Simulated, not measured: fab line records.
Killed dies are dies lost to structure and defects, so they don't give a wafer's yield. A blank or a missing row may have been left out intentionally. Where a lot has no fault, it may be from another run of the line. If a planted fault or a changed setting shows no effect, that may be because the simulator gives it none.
fab line records	flow nand-harc	part 1 of 2: steps 1 to 4 of 6
record: lots: 24	wafers: 72	last-day: 33
route steps=1302 shown A_CHANNEL_HOLE_D2@585 A_STAIRCASE@653
lots that met no fault: from a run of the same line without faults
start-h: hours from the record's first day to the start of the lot's first wafer shown	wait-h: hours from the lot's prior step to this one	" unchanged from the row above	L1.1+2: one row covering several wafers at once	- value missing, or start not given	* or withheld: withheld	< > ~ a bound
route shown NAME@n: names a module that has steps shown in the file, with the first one's number in the route	usual: average and standard deviation across the fault-free wafers	same: alike in all rows	chamber/n: place in a boat	sites: per-site readings	_std_site: their standard deviation	_edge_site: the outer-site mean with the inner-site mean subtracted	radius-mm: how far each site lies from the wafer's centre	mask NAME#n: copy n	behind: the tool/chamber that last shaped the wafer	hold: why the lot was held/for how many hours/how that ended	device: which transistor (n, p or np) failed to switch	end of line: the same wafers' tests at the end of the route	step lacking rows: just its recipe	killed: count of dies lost to structure and defects at first sort (not the wafer's yield)	map: the dies of a wafer, with x for killed, . for not killed, _ for no die there
set.NAME: the setting as run; set.NAME@STEP: as run at that earlier step	model.NAME: the simulator's own value behind a step, which no gauge read
steps of the route over a sample of lots; a table a step, a row a wafer
services: the hour from which a tool's chamber was out of use, counted from the record's first day as start-h (under 0 if before that day), plus the number of hours and why
== steps ==
step: NHARC_A_CHANNEL_HOLE_D2_DESCUM_15
recipe: time-s: 3	o2-flow-sccm: 200	ar-flow-sccm: 0	bias-power-w: 0	chemistry: O2
usual: drypump-motor-current-A: 5.9/0.5	oes-product-au: 1.002/0.013	rf-vpp-V: 57.8/0.81	showerhead-plenum-p-Torr: 1.91/0.062	throttle-valve-pct: 11.310/0.0095
lot.wafer	tool	chamber	start-h	wait-h	drypump-motor-current-A	oes-product-au	rf-hours-counter-h	rf-vpp-V	showerhead-plenum-p-Torr	throttle-valve-pct
L075.2	rie-diel-09	0	288.29	0.1	5.5	1.025	8	57.3	1.85	11.315
L075.6	"	2	"	"	5.8	1.004	-	58.1	1.90	11.313
L075.4	"	3	"	"	5.5	0.996	-	57.7	1.98	11.314
L074.3	rie-diel-10	1	289.27	0.1	5.9	0.979	4	57.3	1.87	11.319
L074.1	"	2	"	"	6.7	1.001	4	58.3	1.87	11.318
L074.6	"	0	"	"	6.4	1.006	-	58.8	2.01	11.318
L076.6	rie-diel-10	2	304.05	0.1	6.7	1.000	-	56.2	1.87	11.302
L076.5	"	0	"	"	6.4	1.006	-	58.6	2.01	11.311
L076.4	"	1	"	"	5.9	0.996	-	57.3	1.87	11.308
L077.1	rie-diel-12	1	326.76	0.1	5.0	0.996	1	58.9	1.82	11.311
L077.6	"	0	"	"	6.7	0.995	-	58.0	1.85	11.306
L077.5	"	1	"	"	5.0	0.987	-	58.0	1.82	11.298
L078.3	rie-diel-09	0	338.67	0.1	5.5	0.994	0	57.2	1.84	11.291
L078.1	"	2	"	"	5.8	1.026	0	58.6	1.90	11.316
L078.5	"	3	"	"	5.5	1.015	-	59.5	1.98	11.313
L079.3	rie-diel-09	2	343.81	0.1	5.8	1.025	1	57.4	1.90	11.310
L079.1	"	0	"	"	5.5	0.998	1	56.5	1.84	11.305
L079.5	"	2	"	"	5.8	1.020	-	58.6	1.90	11.324
L080.4	rie-diel-10	1	343.97	0.1	5.9	0.999	7	56.8	1.87	11.321
L080.5	"	1	"	"	5.8	0.998	-	56.2	1.87	11.323
L080.6	"	2	"	"	6.7	1.005	-	56.6	1.87	11.299
L081.1	rie-diel-10	1	371.15	0.1	5.9	0.999	9	57.0	1.87	11.321
L081.4	"	3	"	"	6.1	0.986	9	56.1	1.92	11.313
L081.5	"	1	"	"	5.9	0.993	-	58.5	1.87	11.300
L082.1	rie-diel-09	3	371.57	0.1	5.5	1.000	3	58.2	1.98	11.318
L082.5	"	0	"	"	5.5	1.006	-	57.4	1.84	11.325
L082.4	"	2	"	"	5.7	1.018	-	59.4	1.90	11.308
L083.3	rie-diel-12	3	385.40	0.1	5.3	0.989	3	59.0	2.01	11.326
L083.2	"	2	"	"	5.8	0.988	3	58.2	1.96	11.317
L083.6	"	3	"	"	5.3	0.996	-	58.5	2.01	11.313
L085.3	rie-diel-09	0	399.97	0.1	5.5	1.009	5	57.8	1.84	11.297
L085.2	"	1	"	"	5.4	1.042	0	57.7	1.94	11.299
L085.6	"	0	"	"	5.5	1.002	-	58.3	1.84	11.321
L084.1	rie-diel-12	1	400.14	0.1	5.0	0.991	5	58.4	1.82	11.310
L084.5	"	2	"	"	5.8	0.992	-	58.4	1.96	11.314
L084.6	"	3	"	"	5.3	1.000	-	58.4	2.01	11.328
L087.1	rie-diel-09	0	415.52	0.1	5.5	1.010	6	56.9	1.84	11.306
L087.5	"	2	"	"	5.8	1.035	-	58.5	1.90	11.300
L087.6	"	3	"	"	5.5	0.994	-	57.1	1.98	11.312
L086.1	rie-diel-10	3	416.44	0.1	6.1	0.996	12	58.1	1.92	11.287
L086.3	"	2	"	"	6.8	1.008	14	57.0	1.87	11.315
L086.5	"	0	"	"	6.4	0.987	-	57.7	2.01	11.303
L088.4	rie-diel-12	2	437.08	0.1	5.9	0.990	6	57.8	1.96	11.333
L088.1	"	3	"	"	5.3	1.000	6	56.6	2.01	11.287
L088.3	"	0	"	"	6.7	0.994	7	58.1	1.84	11.307
L089.2	rie-diel-10	1	437.84	0.1	5.9	1.001	1	57.9	1.87	11.298
L089.4	"	2	"	"	6.7	0.994	0	56.7	1.87	11.306
L089.5	"	3	"	"	6.1	0.985	-	56.9	1.92	11.318
L090.3	rie-diel-10	0	457.24	0.1	6.4	1.010	2	57.8	2.00	11.317
L090.2	"	1	"	"	5.9	0.996	2	56.8	1.87	11.312
L090.6	"	0	"	"	6.4	1.004	-	58.4	2.01	11.305
L091.4	rie-diel-12	1	458.40	0.1	5.0	0.988	0	56.4	1.81	11.306
L091.1	"	3	"	"	5.2	1.007	0	58.3	2.01	11.297
L091.5	"	1	"	"	5.0	0.990	-	56.1	1.82	11.307
L092.1	rie-diel-09	0	466.41	0.1	5.5	1.022	10	58.7	1.84	11.309
L092.4	"	1	"	"	5.4	1.032	5	57.9	1.94	11.294
L092.2	"	2	"	"	5.8	1.036	10	57.8	1.90	11.313
L093.2	rie-diel-09	3	477.09	0.1	5.5	0.996	11	58.9	1.98	11.325
L093.4	"	1	"	"	5.4	1.032	5	57.5	1.94	11.319
L093.6	"	2	"	"	5.8	1.029	-	58.0	1.90	11.306
L094.2	rie-diel-10	0	495.57	0.1	6.5	1.003	4	57.4	2.00	11.306
L094.3	"	1	"	"	5.9	1.002	4	58.1	1.87	11.306
L094.5	"	1	"	"	5.9	0.993	-	58.6	1.87	11.302
L095.4	rie-diel-10	2	510.45	0.1	6.7	1.007	3	56.2	1.87	11.316
L095.3	"	3	"	"	6.1	0.998	3	57.3	1.92	11.304
L095.5	"	3	"	"	6.1	0.996	-	58.5	1.92	11.315
L096.2	rie-diel-10	2	516.55	0.1	6.7	0.993	4	57.6	1.87	11.307
L096.3	"	3	"	"	6.1	1.003	4	58.0	1.92	11.293
L096.5	"	1	"	"	5.8	1.008	-	58.2	1.87	11.318
L097.3	rie-diel-09	3	517.00	0.1	5.4	0.974	0	56.1	1.98	11.329
L097.2	"	0	"	"	5.5	1.013	0	57.6	1.84	11.324
L097.5	"	2	"	"	5.8	1.009	-	57.8	1.90	11.320
step: NHARC_A_CHANNEL_HOLE_D2_ETCH_20
recipe: bias-v: 3000	source-w: withheld	pressure-mtorr: 20	time-s: 361.9	ar-flow-sccm: 375	c4f8-flow-sccm: 89.3	o2-flow-sccm: 35.7	temp-c: -20	target-depth-a: 16000	chemistry: C4F8/O2/Ar
usual: drypump-motor-current-A: 5.5/0.34	showerhead-plenum-p-Torr: 3.69/0.11	throttle-valve-pct: 32.156/0.009
lot.wafer	tool	chamber	start-h	wait-h	drypump-motor-current-A	rf-hours-counter-h	showerhead-plenum-p-Torr	throttle-valve-pct
L075.2	har-etch-01	1	291.34	0.1	5.7	145	3.71	32.145
L075.4	"	0	"	"	5.5	-	3.71	32.161
L075.6	"	1	"	"	5.8	-	3.70	32.153
L074.1	har-etch-02	1	293.61	0.1	4.9	363	3.50	32.140
L074.3	"	0	"	"	5.8	-	3.73	32.146
L074.6	"	1	"	"	4.9	-	3.50	32.163
L076.4	har-etch-02	0	305.68	0.2	5.8	-	3.73	32.141
L076.5	"	1	"	"	4.9	-	3.49	32.158
L076.6	"	0	"	"	5.8	-	3.73	32.151
L077.1	har-etch-02	0	328.77	0.2	5.8	382	3.72	32.141
L077.5	"	0	"	"	5.8	-	3.72	32.163
L077.6	"	0	"	"	5.8	-	3.72	32.180
L078.1	har-etch-01	1	341.94	0.1	5.7	179	3.69	32.160
L078.3	"	1	"	"	5.8	-	3.69	32.163
L078.5	"	1	"	"	5.8	-	3.69	32.146
L080.4	har-etch-02	0	349.84	0.2	5.8	-	3.71	32.165
L080.5	"	0	"	"	5.8	-	3.71	32.139
L080.6	"	1	"	"	4.9	-	3.48	32.162
L079.1	har-etch-01	0	350.30	0.1	5.5	187	3.68	32.166
L079.3	"	0	"	"	5.5	-	3.68	32.161
L079.5	"	0	"	"	5.5	-	3.68	32.152
L081.1	har-etch-02	0	372.51	0.1	5.8	413	3.70	32.154
L081.4	"	1	"	"	4.9	-	3.48	32.164
L081.5	"	0	"	"	5.8	-	3.70	32.159
L082.1	har-etch-01	0	373.11	0.1	5.5	198	3.68	32.161
L082.4	"	0	"	"	5.5	-	3.68	32.139
L082.5	"	0	"	"	5.5	-	3.68	32.149
L083.2	har-etch-01	1	388.90	0.1	5.8	209	3.67	32.147
L083.3	"	0	"	"	5.5	-	3.67	32.158
L083.6	"	0	"	"	5.5	-	3.67	32.162
L085.2	har-etch-01	0	406.65	0.1	5.5	225	3.66	32.166
L085.3	"	0	"	"	5.5	-	3.66	32.162
L085.6	"	0	"	"	5.5	-	3.66	32.153
L084.1	har-etch-02	0	407.36	0.1	5.8	0	3.70	32.177
L084.6	"	1	"	"	4.9	-	3.93	32.157
L084.5	"	0	"	"	5.8	-	3.70	32.160
L087.1	har-etch-01	1	416.80	0.1	5.7	232	3.66	32.166
L087.5	"	1	"	"	5.7	-	3.66	32.164
L087.6	"	0	"	"	5.5	-	3.66	32.147
L086.1	har-etch-02	0	417.73	0.1	5.8	8	3.70	32.149
L086.3	"	0	"	"	5.8	-	3.70	32.148
L086.5	"	0	"	"	5.8	-	3.70	32.144
L088.1	har-etch-01	1	441.12	0.1	5.7	248	3.65	32.158
L088.4	"	1	"	"	5.7	-	3.65	32.144
L088.3	"	0	"	"	5.5	-	3.65	32.161
L089.2	har-etch-02	0	441.50	0.1	5.8	23	3.69	32.143
L089.4	"	0	"	"	5.8	-	3.69	32.140
L089.5	"	0	"	"	5.8	-	3.69	32.157
L090.2	har-etch-01	0	460.17	0.1	5.4	259	3.64	32.152
L090.3	"	0	"	"	5.5	-	3.64	32.160
L090.6	"	1	"	"	5.7	-	3.64	32.161
L091.1	har-etch-02	0	461.81	0.1	5.8	34	3.68	32.170
L091.4	"	0	"	"	5.8	-	3.68	32.156
L091.5	"	1	"	"	4.9	-	3.91	32.156
L092.2	har-etch-01	1	468.20	0.1	5.8	267	3.64	32.153
L092.1	"	0	"	"	5.5	267	3.64	32.147
L092.4	"	1	"	"	5.8	-	3.64	32.129
L093.2	har-etch-02	0	479.70	0.1	5.8	46	3.67	32.161
L093.4	"	0	"	"	5.8	-	3.67	32.169
L093.6	"	1	"	"	4.9	-	3.91	32.169
L094.2	har-etch-02	0	497.11	0.1	5.8	53	3.67	32.158
L094.3	"	0	"	"	5.8	-	3.67	32.143
L094.5	"	0	"	"	5.8	-	3.67	32.151
L095.3	har-etch-01	1	515.21	0.2	5.7	-	3.63	32.153
L095.4	"	0	"	"	5.5	-	3.63	32.160
L095.5	"	0	"	"	5.5	-	3.63	32.153
L096.2	har-etch-02	1	517.83	0.1	4.9	65	3.90	32.176
L096.3	"	1	"	"	4.9	-	3.90	32.147
L096.5	"	0	"	"	5.8	-	3.66	32.151
L097.2	har-etch-01	0	519.27	0.1	5.4	294	3.62	32.156
L097.3	"	0	"	"	5.5	-	3.62	32.159
L097.5	"	1	"	"	5.8	-	3.62	32.149
step: NHARC_A_CHANNEL_HOLE_D2_CD_MEAS_31
usual: cd-nm: 90.1/1.6
lot.wafer	tool	chamber	start-h	wait-h	cd-nm
L075.2	cd-sem-03	-	296.69	-	87.3
L075.4	"	-	"	"	88.7
L075.6	"	-	"	"	89.2
L074.1	cd-sem-02	-	299.11	-	92.0
L074.3	"	-	"	"	91.6
L074.6	"	-	"	"	91.4
L076.4	cd-sem-01	-	311.09	-	90.2
L076.5	"	-	"	"	91.7
L076.6	"	-	"	"	93.2
L077.1	cd-sem-03	-	338.23	-	91.6
L077.5	"	-	"	"	89.0
L077.6	"	-	"	"	89.6
L078.1	cd-sem-03	-	347.36	-	90.5
L078.3	"	-	"	"	89.4
L078.5	"	-	"	"	91.2
L080.4	cd-sem-01	-	355.30	-	87.0
L080.5	"	-	"	"	86.8
L080.6	"	-	"	"	90.0
L079.1	cd-sem-03	-	355.85	-	89.2
L079.3	"	-	"	"	90.2
L079.5	"	-	"	"	92.8
L082.1	cd-sem-02	-	378.64	-	89.3
L082.4	"	-	"	"	93.0
L082.5	"	-	"	"	90.8
L081.1	cd-sem-02	-	391.71	-	87.9
L081.4	"	-	"	"	91.7
L081.5	"	-	"	"	90.6
L083.2	cd-sem-02	-	394.47	-	89.6
L083.3	"	-	"	"	92.2
L083.6	"	-	"	"	91.3
L085.2	cd-sem-03	-	412.05	-	92.8
L085.3	"	-	"	"	92.0
L085.6	"	-	"	"	92.3
L084.1	cd-sem-01	-	412.70	-	90.0
L084.5	"	-	"	"	88.0
L084.6	"	-	"	"	89.7
L087.1	cd-sem-01	-	422.22	-	90.4
L087.5	"	-	"	"	89.9
L087.6	"	-	"	"	91.2
L086.1	cd-sem-02	-	423.11	-	90.2
L086.3	"	-	"	"	89.5
L086.5	"	-	"	"	91.8
L088.1	cd-sem-03	-	446.52	-	92.3
L088.3	"	-	"	"	89.0
L088.4	"	-	"	"	89.7
L089.2	cd-sem-02	-	446.93	-	91.1
L089.4	"	-	"	"	89.4
L089.5	"	-	"	"	90.6
L090.2	cd-sem-03	-	465.62	-	86.6
L090.3	"	-	"	"	91.6
L090.6	"	-	"	"	87.5
L091.1	cd-sem-02	-	467.22	-	89.5
L091.4	"	-	"	"	87.3
L091.5	"	-	"	"	91.1
L092.1	cd-sem-03	-	473.64	-	91.0
L092.2	"	-	"	"	88.9
L092.4	"	-	"	"	88.2
L093.2	cd-sem-01	-	485.12	-	90.0
L093.4	"	-	"	"	88.4
L093.6	"	-	"	"	88.2
L094.2	cd-sem-03	-	502.55	-	88.6
L094.3	"	-	"	"	93.8
L094.5	"	-	"	"	90.3
L095.3	cd-sem-02	-	520.52	-	88.2
L095.4	"	-	"	"	88.3
L095.5	"	-	"	"	92.0
L096.2	cd-sem-03	-	523.26	-	89.9
L096.3	"	-	"	"	93.4
L096.5	"	-	"	"	92.5
L097.2	cd-sem-01	-	524.68	-	89.3
L097.3	"	-	"	"	90.4
L097.5	"	-	"	"	86.9
step: NHARC_A_STAIRCASE_STRIP_171
recipe: power-w: 1500	temp-c: 250	chemistry: O2
usual: drypump-motor-current-A: 5.8/0.5	heater-power-w: 330/34
lot.wafer	tool	chamber	start-h	wait-h	drypump-motor-current-A	heater-power-w	rf-hours-counter-h
L075.2	plasma-asher-02	1	347.68	-	5.2	336	18
L075.4	"	1	"	"	5.2	333	-
L075.6	"	1	"	"	5.2	336	-
L074.1	plasma-asher-01	1	352.19	-	6.5	316	0
L074.3	"	1	"	"	6.5	318	-
L074.6	"	1	"	"	6.5	314	-
L076.4	plasma-asher-01	1	367.30	-	6.5	320	-
L076.5	"	0	"	"	5.6	267	-
L076.6	"	1	"	"	6.5	319	-
L077.1	plasma-asher-01	1	387.83	-	6.5	322	9
L077.6	"	1	"	"	6.5	320	-
L077.5	"	0	"	"	5.6	271	-
L078.1	plasma-asher-02	1	396.60	-	5.2	328	27
L078.3	"	1	"	"	5.2	330	-
L078.5	"	0	"	"	6.1	347	-
L079.1	plasma-asher-02	1	407.58	-	5.2	342	29
L079.3	"	0	"	"	6.1	361	-
L079.5	"	0	"	"	6.1	355	-
L080.4	plasma-asher-02	1	408.01	0.2	5.2	334	-
L080.6	"	0	"	"	6.1	346	-
L080.5	"	1	"	"	5.2	328	-
L082.1	plasma-asher-01	1	432.18	-	6.5	318	17
L082.4	"	1	"	"	6.5	325	-
L082.5	"	1	"	"	6.5	315	-
L081.1	plasma-asher-01	0	441.21	-	5.6	279	20
L081.4	"	0	"	"	5.6	283	-
L081.5	"	1	"	"	6.5	325	-
L083.2	plasma-asher-01	0	448.04	-	5.6	285	21
L083.3	"	0	"	"	5.6	273	-
L083.6	"	1	"	"	6.5	316	-
L084.1	plasma-asher-02	0	461.45	-	6.1	375	6
L084.5	"	0	"	"	6.1	376	-
L084.6	"	1	"	"	5.2	348	-
L085.2	plasma-asher-02	0	462.19	-	6.1	370	7
L085.3	"	0	"	"	6.1	369	-
L085.6	"	0	"	"	6.1	373	-
L086.1	plasma-asher-02	0	472.45	-	6.1	380	8
L086.3	"	0	"	"	6.1	377	-
L086.5	"	0	"	"	6.1	373	-
L087.1	plasma-asher-01	0	472.49	-	5.6	275	26
L087.6	"	1	"	"	6.5	316	-
L087.5	"	0	"	"	5.6	283	-
L089.2	plasma-asher-02	1	496.87	-	5.2	340	13
L089.4	"	0	"	"	6.1	367	-
L089.5	"	0	"	"	6.1	372	-
L088.1	plasma-asher-02	0	497.11	-	6.1	370	13
L088.3	"	0	"	"	6.1	366	-
L088.4	"	1	"	"	5.2	342	-
L091.1	plasma-asher-02	1	516.11	-	5.2	346	16
L091.4	"	1	"	"	5.2	337	-
L091.5	"	1	"	"	5.2	345	-
L090.2	plasma-asher-02	1	520.21	-	5.2	331	17
L090.3	"	1	"	"	5.2	335	-
L090.6	"	0	"	"	6.1	375	-
L092.2	plasma-asher-02	0	524.78	-	6.1	369	19
L092.1	"	1	"	"	5.2	338	19
L092.4	"	0	"	"	6.1	374	-
L093.2	plasma-asher-02	0	536.27	-	6.1	376	23
L093.4	"	1	"	"	5.2	346	-
L093.6	"	1	"	"	5.2	341	-
L094.2	plasma-asher-01	1	555.40	-	6.5	314	6
L094.3	"	1	"	"	6.5	319	-
L094.5	"	0	"	"	5.6	267	-
L096.2	plasma-asher-02	1	571.62	-	5.2	346	30
L096.3	"	0	"	"	6.1	377	-
L096.5	"	0	"	"	6.1	371	-
L095.4	plasma-asher-01	0	572.04	-	5.6	261	-
L095.3	"	1	"	"	6.5	312	-
L095.5	"	1	"	"	6.5	311	-
L097.2	plasma-asher-01	1	576.29	-	6.5	324	11
L097.3	"	0	"	"	5.6	266	-
L097.5	"	0	"	"	5.6	262	-
